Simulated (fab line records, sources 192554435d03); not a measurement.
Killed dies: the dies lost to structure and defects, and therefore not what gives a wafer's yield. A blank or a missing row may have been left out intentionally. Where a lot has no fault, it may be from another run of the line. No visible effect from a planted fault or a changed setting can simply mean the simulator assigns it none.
Which tool did it? -- flow n5_finfet -- 9 lots, 26 wafers sampled, at 8 steps of a route of 1938

WHAT THE GAUGES SHOWED, per wafer
N5_PMOS_HMC_CHANNEL_EPI_INSPECT_30: inspects for defects (darkfield).
lot,measured,on,raw_defect_count
L546,day 2 02:08,defect_inspect-01,24 19 18
L547,day 2 08:19,defect_inspect-02,19 18 11
L548,day 2 14:31,defect_inspect-02,16 16 17
L552,day 3 14:46,defect_inspect-01,37 18 18
L557,day 4 21:44,defect_inspect-02,12 28 19
L558,day 5 02:49,defect_inspect-01,20 19 29
L559,day 5 08:13,defect_inspect-02,13 14
L562,day 6 02:10,defect_inspect-01,1220 23 21
L568,day 7 14:13,defect_inspect-02,17 32 20

N5_FIN_SAQP_INSPECT_18: inspects for defects (brightfield).
lot,measured,on,raw_defect_count
L546,day 2 03:32,defect_inspect-02,374 460 409
L547,day 2 10:37,defect_inspect-01,455 277 361
L548,day 2 16:29,defect_inspect-02,401 433 503
L552,day 3 16:20,defect_inspect-02,381 432 435
L557,day 4 23:38,defect_inspect-02,265 329 327
L558,day 5 04:31,defect_inspect-01,416 322 230
L559,day 5 09:36,defect_inspect-02,210 250
L562,day 6 03:48,defect_inspect-01,1561 474 373
L568,day 7 15:36,defect_inspect-02,260 320 255

N5_FIN_SAQP_INSPECT_40: inspects for defects (brightfield).
lot,measured,on,raw_defect_count
L546,day 2 08:58,defect_inspect-01,209 268 272
L547,day 2 16:22,defect_inspect-02,190 237 148
L548,day 2 22:02,defect_inspect-01,295 199 319
L552,day 3 20:36,defect_inspect-01,389 345 436
L557,day 5 05:09,defect_inspect-02,103 173 190
L558,day 5 09:00,defect_inspect-02,246 234 152
L559,day 5 14:52,defect_inspect-01,138 143
L562,day 6 08:20,defect_inspect-02,1431 246 227
L568,day 7 20:03,defect_inspect-02,156 229 184

N5_BEOL_M4_RC_MEAS_101.
lot,measured,on,DIBL_N (mV/V),DIBL_P (mV/V),IOFF_N (nA/um),IOFF_P (nA/um),ION_N (uA/um),ION_P (uA/um),SS_N (mV/dec),SS_P (mV/dec),VT_N (mV),VT_P (mV)
L546,day 9 21:16,prober-02,36.9 39.7 34.5,37.1 39.7 34.6,0.17 0.26 0.13,0.23 0.29 0.19,666 687 652,460 468 454,72.4 72.9 70.9,73.1 74.1 72.6,251 242 254,-250.3 -244.7 -249.8
L547,day 9 01:44,prober-02,38.4 35.0 38.3,39.9 36.2 40.1,0.23 0.15 0.21,0.31 0.23 0.29,712 681 688,486 475 474,71.0 71.3 72.5,73.5 73.2 74.1,242 248 246,-240.0 -247.9 -244.0
L548,day 9 07:34,prober-01,32.4 35.1 32.7,33.8 37.2 34.3,0.14 0.17 0.13,0.19 0.22 0.19,693 689 660,480 469 456,70.5 71.8 70.1,72.1 73.7 72.4,248 249 253,-247.9 -249.8 -251.4
L552,day 10 16:10,prober-01,36.6 36.2 35.3,38.8 39.4 37.3,0.17 0.18 0.16,0.26 0.27 0.23,672 678 668,461 467 466,72.5 72.5 71.7,73.7 74.5 73.5,247 245 248,-247.8 -245.6 -249.6
L557,day 12 13:59,prober-02,37.4 37.4 35.4,36.6 37.6 35.2,0.16 0.16 0.13,0.20 0.21 0.19,685 696 676,459 471 466,71.6 71.8 71.3,72.4 73.2 72.6,248 249 251,-250.5 -248.8 -250.7
L558,day 12 22:55,prober-02,33.3 35.7 37.1,30.8 33.8 35.7,0.14 0.18 0.20,0.19 0.24 0.27,660 678 709,459 474 488,71.3 71.8 71.4,72.0 73.0 73.6,252 246 245,-249.0 -246.6 -243.7
L559,day 13 06:04,prober-02,36.3 35.1,37.2 35.8,0.18 0.15,0.20 0.18,693 676,471 455,70.9 71.2,74.6 73.4,245 251,-252.2 -253.6
L562,day 14 20:04,prober-02,39.5 35.7 39.1,40.4 33.7 37.5,0.24 0.14 0.22,0.28 0.16 0.23,717 691 691,490 463 465,72.4 71.7 72.9,74.6 72.8 73.6,243 251 243,-248.3 -255.1 -250.1
L568,day 16 15:31,prober-02,34.3 34.5 34.6,33.4 34.6 34.5,0.14 0.14 0.14,0.17 0.18 0.18,669 678 672,459 469 456,71.1 70.5 71.4,72.8 73.0 72.8,250 250 250,-252.5 -248.1 -248.1

TOOL THAT RAN EACH LOT (tool first, then ch and the chambers of the sampled wafers, then the start)
lot,N5_PMOS_HMC_CHANNEL_EPI_STRIP_33,N5_PMOS_HMC_CHANNEL_EPI_PRECLEAN_37,N5_FIN_SAQP_PECVD_48,N5_FIN_SAQP_PECVD_06
L546,"rie_diel-06 ch 0,1,3, day 1 23:31","wet_bench-03 ch 1,4,6, day 2 01:41","pecvd-02 ch 0,2, day 2 02:50","pecvd-02 ch 0,2, day 2 02:53"
L547,"rie_diel-05 ch 0,2, day 2 05:32","wet_bench-05 ch 0,3,7, day 2 07:52","pecvd-04 ch 0, day 2 09:59","pecvd-04 ch 0, day 2 10:03"
L548,"rie_diel-01 ch 0,2, day 2 11:31","wet_bench-05 ch 3,5,6, day 2 14:05","pecvd-04 ch 0,1, day 2 15:55","pecvd-04 ch 0,1, day 2 15:59"
L552,"rie_diel-06 ch 0,3, day 3 12:04","wet_bench-02 ch 0,2,5, day 3 14:19","pecvd-02 ch 0,1,2, day 3 15:39","pecvd-02 ch 0,1,2, day 3 15:41"
L557,"rie_diel-01 ch 0,2,3, day 4 18:30","wet_bench-02 ch 3,5,6, day 4 21:09","pecvd-03 ch 0,1, day 4 22:53","pecvd-03 ch 0,1, day 4 22:56"
L558,"rie_diel-06 ch 1,2,3, day 5 00:10","wet_bench-03 ch 4,6,7, day 5 02:23","pecvd-02 ch 0,2, day 5 03:50","pecvd-02 ch 0,2, day 5 03:52"
L559,"rie_diel-01 ch 0,1, day 5 05:28","wet_bench-03 ch 1,2, day 5 07:46","pecvd-04 ch 1,2, day 5 08:55","pecvd-04 ch 1,2, day 5 08:58"
L562,"rie_diel-06 ch 0,1,2, day 5 23:26","wet_bench-02 ch 0,1,5, day 6 01:38","pecvd-04 ch 0,1, day 6 03:08","pecvd-04 ch 0,1, day 6 03:10"
L568,"rie_diel-05 ch 1,3, day 7 11:37","wet_bench-03 ch 3,5,6, day 7 13:47","pecvd-03 ch 1,2, day 7 15:03","pecvd-03 ch 1,2, day 7 15:05"
- N5_PMOS_HMC_CHANNEL_EPI_STRIP_33: strips in N2/H2.
- N5_PMOS_HMC_CHANNEL_EPI_PRECLEAN_37: cleans in O3/DIW, time 45 s.
- N5_FIN_SAQP_PECVD_48: deposits SiNx from SiH4/NH3/N2, target thk 25 nm, time 22.1 s.
- N5_FIN_SAQP_PECVD_06: deposits a-Si from SiH4/He, target thk 60 nm, time 48.1 s.

WHAT THE TOOLS THEMSELVES READ (means of the sampled wafers that have a number; where no wafer has one, the mark that the record gives instead)
N5_PMOS_HMC_CHANNEL_EPI_STRIP_33.
lot,tool,drypump_motor_current_A (A),oes_product_au (a.u.),rf_vpp_V (V),showerhead_plenum_p_Torr (Torr),throttle_valve_pct (%)
L546,rie_diel-06,5.8,0.74,55.0,3.30,18.8
L547,rie_diel-05,5.4,0.71,53.8,3.23,18.9
L548,rie_diel-01,5.5,0.77,55.6,3.42,18.6
L552,rie_diel-06,5.6,0.79,53.7,3.32,18.7
L557,rie_diel-01,5.5,0.81,52.5,3.48,19.0
L558,rie_diel-06,6.0,0.82,53.9,3.24,18.9
L559,rie_diel-01,5.4,0.71,52.9,3.42,18.6
L562,rie_diel-06,5.6,0.83,53.2,3.29,19.2
L568,rie_diel-05,5.2,0.74,55.5,3.26,19.6

N5_FIN_SAQP_PECVD_48.
lot,tool,heater_power_w (W),showerhead_plenum_p_Torr (Torr),throttle_valve_pct (%)
L546,pecvd-02,721,5.15,39.0
L547,pecvd-04,918,5.07,39.7
L548,pecvd-04,727,5.11,39.0
L552,pecvd-02,709,5.15,39.4
L557,pecvd-03,663,5.12,40.3
L558,pecvd-02,694,5.15,40.5
L559,pecvd-04,706,5.17,38.5
L562,pecvd-04,828,5.09,39.7
L568,pecvd-03,673,5.14,39.9

N5_FIN_SAQP_PECVD_06.
lot,tool,heater_power_w (W),showerhead_plenum_p_Torr (Torr),throttle_valve_pct (%)
L546,pecvd-02,776,5.680,17.8
L547,pecvd-04,1058,5.619,18.1
L548,pecvd-04,741,5.646,17.8
L552,pecvd-02,849,5.678,17.9
L557,pecvd-03,734,5.661,18.3
L558,pecvd-02,821,5.679,18.5
L559,pecvd-04,826,5.685,17.6
L562,pecvd-04,883,5.632,18.0
L568,pecvd-03,771,5.655,18.3

THE ANSWER, worked out from the rows above alone
Rule: the usual values come from the lots themselves. The widest of any qualifying gaps counts: lots, ordered by their means at a reading, are off when they make up no more than a third of the lots, leave a main group of 4 or more, and stand apart from it by 3 or more times the standard deviation of that group's means. The tables above print the reading to a certain number of digits; a main group whose means all agree to those digits is not used. Also off: a lot with no number at a reading for which 4 or more lots have one. All remaining lots with rows at the step are treated as sound. The gauges are gone through in route order, then the tools' own readings, and for those a lot's mean is taken as printed above. The first step at which some lot is off is used, and at that step the reading that is off furthest; a lot without a number counts as furthest.
Off: L562, at N5_PMOS_HMC_CHANNEL_EPI_INSPECT_30 (raw_defect_count). The main group: mean 19, standard deviation 3.6.
A tool fits if, at a process step before that reading, it ran every lot that is off, and no sound lot after the first of them. Not tried: the gauges at N5_PMOS_HMC_CHANNEL_EPI_INSPECT_30; whatever is off there is also off at N5_FIN_SAQP_INSPECT_40, on other tools, and gauge error can't account for it. Can't be told from this: 2 tools fit, rie_diel-06 at N5_PMOS_HMC_CHANNEL_EPI_STRIP_33, wet_bench-02 at N5_PMOS_HMC_CHANNEL_EPI_PRECLEAN_37.

WHAT THE SIMULATOR PUT IN
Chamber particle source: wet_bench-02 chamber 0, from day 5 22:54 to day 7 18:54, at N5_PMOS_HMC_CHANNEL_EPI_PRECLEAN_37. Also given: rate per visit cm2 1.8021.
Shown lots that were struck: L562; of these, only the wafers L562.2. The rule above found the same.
